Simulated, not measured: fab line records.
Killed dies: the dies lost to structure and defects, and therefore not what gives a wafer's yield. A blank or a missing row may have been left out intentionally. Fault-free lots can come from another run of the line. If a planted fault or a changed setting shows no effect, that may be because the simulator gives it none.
One fault seen from 2 desks | flow nand harc | each desk has only its own numbers; what lay behind them comes last

## THE METROLOGY DESK
Means of the sampled wafers that have a number, per lot and without regard to the tool the lot ran on: this is what the gauges read. The brackets show how far a lot's mean lies from the usual mean; more than 4 standard deviations puts the lot out of limits, marked OUT.
Columns: A = thk nm at NHARC_A_ONON_D2_THK_MEAS_02, usual 998 nm; B = thk nm at NHARC_A_ONON_D2_THK_MEAS_14, usual 1002 nm; C = thk nm at NHARC_A_ONON_D2_THK_MEAS_30, usual 996 nm
lot  | first seen here | A    | B    | C
L352 | day 12 11:25    | 995  | 993  | 1005
L354 | day 13 08:13    | 998  | 1005 | 993
L355 | day 13 13:54    | 994  | 989  | 994
L356 | day 14 06:33    | 1001 | 1004 | 1011
L359 | day 15 11:56    | 982  | 1005 | 979
L358 | day 15 12:22    | 995  | 1002 | 1000
L362 | day 16 21:23    | 976  | 1014 | 939 (-5.9) OUT
L364 | day 17 02:58    | 981  | 1005 | 928 (-7.0) OUT
L369 | day 19 14:09    | 996  | 1010 | 994
L371 | day 21 01:06    | 1000 | 1019 | 1006
L372 | day 21 01:08    | 1006 | 1000 | 1008
L373 | day 21 06:38    | 984  | 981  | 995
L375 | day 21 20:41    | 1009 | 996  | 978
This desk finds L362, L364 out of limits, L362 being first, at day 17 09:50 (thk nm at NHARC_A_ONON_D2_THK_MEAS_30). L352, L354, L355, L356, L359, L358, L369, L371, L372, L373, L375: within limits.

## TOOL OWNER'S DESK, pecvd onon-03
The tool's own readings at NHARC_A_ONON_D2_DEP_28 (target thk 1000 nm): means of the sampled wafers that have a number, for each lot that ran on this tool. The brackets show how far a lot's mean lies from the usual mean; more than 4 standard deviations puts the lot out of limits, marked OUT.
Columns: A = susceptor temp C at NHARC_A_ONON_D2_DEP_28, usual 400.00 C
lot  | first seen here | A
L354 | day 13 19:41    | 399.82
L355 | day 14 01:41    | 400.07
L356 | day 14 18:32    | 400.05
L358 | day 15 23:44    | 400.16
L362 | day 17 09:19    | 400.44
L364 | day 17 14:18    | 399.81
L371 | day 21 12:43    | 399.83
This desk found nothing out of limits on any of the 7 lots.

## PUT TOGETHER
L362, L364 would have let the metrology desk raise an alarm at day 17 09:50.
Nothing out of limits was seen by the tool owner's desk.
On record at the tool owner's desk: L362, L364, within its limits.
Of the lots named, all ran NHARC_A_ONON_D2_DEP_28 on pecvd onon-03.

## WHAT THE SIMULATOR HAD PUT IN
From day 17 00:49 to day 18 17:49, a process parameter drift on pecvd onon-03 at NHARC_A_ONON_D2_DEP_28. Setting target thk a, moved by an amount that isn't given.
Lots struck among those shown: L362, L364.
Hours from the fault's start to each desk's first reading out of limits: the metrology desk, 9.
